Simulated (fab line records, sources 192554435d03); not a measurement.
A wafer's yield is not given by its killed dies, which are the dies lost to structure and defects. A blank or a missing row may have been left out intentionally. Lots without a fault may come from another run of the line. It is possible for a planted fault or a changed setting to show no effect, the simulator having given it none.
8D (eight disciplines) problem report, filled in by code | flow n5_finfet | the parts of the form that need people (team, actions taken, sign-off) are left out

== 1. THE PROBLEM ==
cd_nm at N5_MOL_CONTACT_COAG_CD_MEAS_08 reads a mean of 29.61 nm on 6 wafers of 2 lots; wafers without a fault read 27.91 nm with a standard deviation of 0.25. That is +6.8 standard deviations from the usual mean.
The step: target cd 28 nm.
Seen first at day 8 17:13 on cd_sem-03, wafer L517.1. The record has a number at this step for 30 wafers belonging to 10 lots. Rule for "out", or "out of limits": more than 4 standard deviations from the usual mean. All remaining wafers that have a number are taken as sound.

== 2. WHAT IT IS; WHAT IT IS NOT ==
question                    | is                     | is not
which readings at this step | cd_nm                  | -
which lots                  | L517, L518             | L501, L502, L503, L505, L506, L519, L520, L524
which wafers of those lots  | all that have a number | -
read on which gauges        | cd_sem-03              | cd_sem-01, cd_sem-02
when                        | from day 8 17:13       | up to then (15 sound wafers); but 9 sound wafers of L519, L520, L524 came after

== 3. SUSPECTS, AND WHAT RULES EACH OUT ==
Counting: a tool stays on the suspect list if, at a process step up to the reading, it processed all lots that are out and no sound lot following the first of them.
- the gauge at N5_MOL_CONTACT_COAG_CD_MEAS_08: kept. All the wafers that are out were read on cd_sem-03, and no step on other tools shows them out.
- rie_metal-02 at N5_GATE_CUT_CUT_ETCH_55 (etches HfO2 in BCl3, target depth 3.2 nm): ruled out as a lasting fault. After its first lot that is out, L517 (day 8 13:56), sound lots L520, L524 ran on it.
The count leaves cd_sem-03 at N5_MOL_CONTACT_COAG_CD_MEAS_08.

== 4. THE CAUSE (what the simulator had put in) ==
Metrology matching offset: cd_sem-03, from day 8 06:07 on, at N5_MOL_CONTACT_COAG_CD_MEAS_08. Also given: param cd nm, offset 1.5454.
This tool alone remained once counting was done.

== 5. THE CHAIN OF EFFECTS, in route order ==
Each row: a reading where the mean over the struck wafers with a number is more than 3 standard deviations away from the usual. Only readings for which the record gives a usual standard deviation are gone through. hours: the time from each lot's start at the first step in this table that gives one to its start at this step, as a median over the lots. sigmas: the change in usual standard deviations.
hours | step                           | reading | usual    | on struck wafers | change | sigmas
0     | N5_MOL_CONTACT_COAG_CD_MEAS_08 | cd_nm   | 27.91 nm | 29.61            | +1.70  | +6.8
At these later measuring or inspecting steps, every struck wafer for which the step has a row has a number for every such reading, and none has moved that far: N5_BEOL_M4_RC_MEAS_101.

== 6. HOW IT WOULD HAVE BEEN CAUGHT EARLIER ==
In this record the first reading out of limits at a measuring or inspecting step was taken at day 8 17:13, 11 hours after the fault began at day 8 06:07.
